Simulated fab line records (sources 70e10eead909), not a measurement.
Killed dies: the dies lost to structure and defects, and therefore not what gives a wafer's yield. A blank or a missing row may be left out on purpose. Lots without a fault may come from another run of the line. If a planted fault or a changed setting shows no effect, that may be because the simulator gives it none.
Problem report, 8D (eight disciplines) form, completed by code    flow nandHarc    the parts of the form that need people (team, actions taken, sign-off) are left out

## 1. THE PROBLEM
NHARC_A_M1_STRIP_19, runLengthS: mean 656.8 s over 1 wafer from 1 lot; wafers with no fault: 602.9 s, standard deviation 1.2. Measured from the usual mean, that is +45 standard deviations.
The step: strips in post etch residue remover, time 600 s.
Seen first at day 21 02:29 on wetBench-10, wafer L984.6. Wafers with a number at this step in the record: 39, from 13 lots. Rule for "out" (also "out of limits"): further than 4 standard deviations from the usual mean. Any other wafer with a number is counted as sound.

## 2. WHAT IT IS AND WHAT IT IS NOT
question                     is                 is not
which readings at this step  runLengthS         -
which lots                   L984               L969, L970, L971, L972, L973, L975, L976, L977, L978, L979, L991, L992
which wafers of those lots   L984.6             L984.4, L984.5
read on which tools          wetBench-10        wetBench-08
when                         from day 21 02:29  up to then (32 sound wafers); but 6 sound wafers of L991, L992 came after

## 3. THE SUSPECTS, EACH WITH WHAT RULES IT OUT
Counting: a tool at a process step up to the reading stays a suspect if it ran every lot that is out. Sound lots after the first of them don't rule it out here, since some wafers of a struck lot are sound.
- pecvd-02 at NHARC_A_M0_DEP_32 (deposits SiCN, target thk 30 nm): kept. The lot that is out, L984, ran on it at day 21 00:28; the last sound lot it ran before that was L973, at day 18 07:47.
- wetBench-10 at NHARC_A_M1_STRIP_19 (strips in post etch residue remover, time 600 s): kept. The lot that is out, L984, ran on it at day 21 02:29; the last sound lot it ran before that was L979, at day 20 11:34. Its own runLengthS readings are out on those wafers.
- At NHARC_A_M0_DEP_32, inside pecvd-02: chamber 1 took the wafers that are out, while their sound lot-mates went through chambers 0, 2.
- At NHARC_A_M1_STRIP_19, inside wetBench-10: chamber 1 took the wafers that are out, while their sound lot-mates went through chambers 3, 5.
What counting leaves: pecvd-02 at NHARC_A_M0_DEP_32 and wetBench-10 at NHARC_A_M1_STRIP_19.

## 4. THE CAUSE (what the simulator had put in)
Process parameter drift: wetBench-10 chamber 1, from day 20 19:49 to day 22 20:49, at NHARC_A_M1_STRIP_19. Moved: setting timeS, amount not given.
This tool is one of the 2 suspects left after counting.

## 5. SEQUENCE OF EFFECTS, ordered by route
Rows list readings where the struck wafers' mean (over those with a number) sits beyond 3 standard deviations from the usual. Only readings for which the record gives a usual standard deviation are gone through. hours: the time from each lot's start at the first step in this table that gives one to its start at this step, as a median over the lots. sigmas: the change in usual standard deviations.
hours  step                 reading     usual    on struck wafers  change  sigmas
0      NHARC_A_M1_STRIP_19  runLengthS  602.9 s  656.8             +53.9   +45
Here are the process steps it includes:
- NHARC_A_M1_STRIP_19: strips in post etch residue remover, time 600 s.
At these later measuring or inspecting steps, every struck wafer for which the step has a row has a number for every such reading, and none has moved that far: NHARC_A_M1_THK_MEAS_24, NHARC_END_SORT_01.

## 6. HOW IT WOULD HAVE BEEN CAUGHT EARLIER
The fault began at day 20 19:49; the first out-of-limits reading in this record came at day 21 02:29, 7 hours later.
